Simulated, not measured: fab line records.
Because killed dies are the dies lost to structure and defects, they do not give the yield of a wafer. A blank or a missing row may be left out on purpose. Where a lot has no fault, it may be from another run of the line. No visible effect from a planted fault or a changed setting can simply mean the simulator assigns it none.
What tool caused it? | flow n5Finfet | at 1 step of a route of 1938, 24 lots with 72 wafers sampled

WHAT THE GAUGES SHOWED, per wafer
N5_SD_EPI_P_INSPECT_11: inspects for defects (macro). Usual: 2.1 for rawDefectCount, sd 1.4.
lot  | measured    | on               | rawDefectCount | flag
L074 | day 3 06:25 | defectInspect-02 | 4 3 2          | 
L075 | day 3 14:26 | defectInspect-01 | 2 2 3          | 
L076 | day 3 22:25 | defectInspect-02 | 1 4 1          | 
L077 | day 4 00:14 | defectInspect-02 | 5 0 4          | 
L078 | day 4 06:50 | defectInspect-02 | 2 1 1          | 
L079 | day 4 10:42 | defectInspect-02 | 2 2 3          | 
L080 | day 4 22:33 | defectInspect-02 | 3 4 0          | 
L081 | day 5 01:10 | defectInspect-01 | 2 4 2          | 
L082 | day 5 08:59 | defectInspect-02 | 2 3 1          | 
L083 | day 5 18:49 | defectInspect-01 | 0 3 2          | 
L084 | day 5 18:58 | defectInspect-02 | 5 4 3          | 
L085 | day 6 02:55 | defectInspect-01 | 3 2 1          | 
L086 | day 6 06:50 | defectInspect-01 | 1 1 5          | 
L087 | day 6 11:44 | defectInspect-01 | 1 2 4          | 
L088 | day 6 15:58 | defectInspect-01 | 0 1 1          | 
L089 | day 7 01:56 | defectInspect-01 | 1 2 1          | 
L090 | day 7 05:39 | defectInspect-01 | 0 2 1          | 
L091 | day 7 12:43 | defectInspect-01 | 3 1 4          | 
L092 | day 7 19:57 | defectInspect-02 | 2 5 2          | 
L093 | day 7 23:44 | defectInspect-01 | 3 0 1          | 
L094 | day 8 06:25 | defectInspect-01 | 1 4 0          | 
L095 | day 8 11:22 | defectInspect-01 | 2 0 6          | 
L096 | day 8 16:19 | defectInspect-01 | 3 0 2          | 
L097 | day 8 23:42 | defectInspect-02 | 0 1 1          | 

TOOL THAT RAN EACH LOT (tool first, then ch and the chambers of the sampled wafers, then the start)
Before these readings, the record contains no process step.

WHAT THE TOOLS THEMSELVES READ (means of the sampled wafers that have a number; where no wafer has one, the mark that the record gives instead)
The record holds no such reading with a usual standard deviation.

THE ANSWER, worked out from the rows above alone
Rule: a lot counts as off when the mean over its wafers that have a number is more than 3 standard deviations away from the usual mean. Also off: a lot with no number at a reading for which 4 or more lots have one. Any other lot the step has rows for is counted as sound. Order of review: gauges by route order, followed by the tools' own readings, for which a lot's mean as printed above is used. The first step at which some lot is off is used, and at that step the reading that is off furthest; a lot without a number counts as furthest.
No lot is off on any of the readings shown, so nothing can be concluded from this.

WHAT WAS PUT IN BY THE SIMULATOR
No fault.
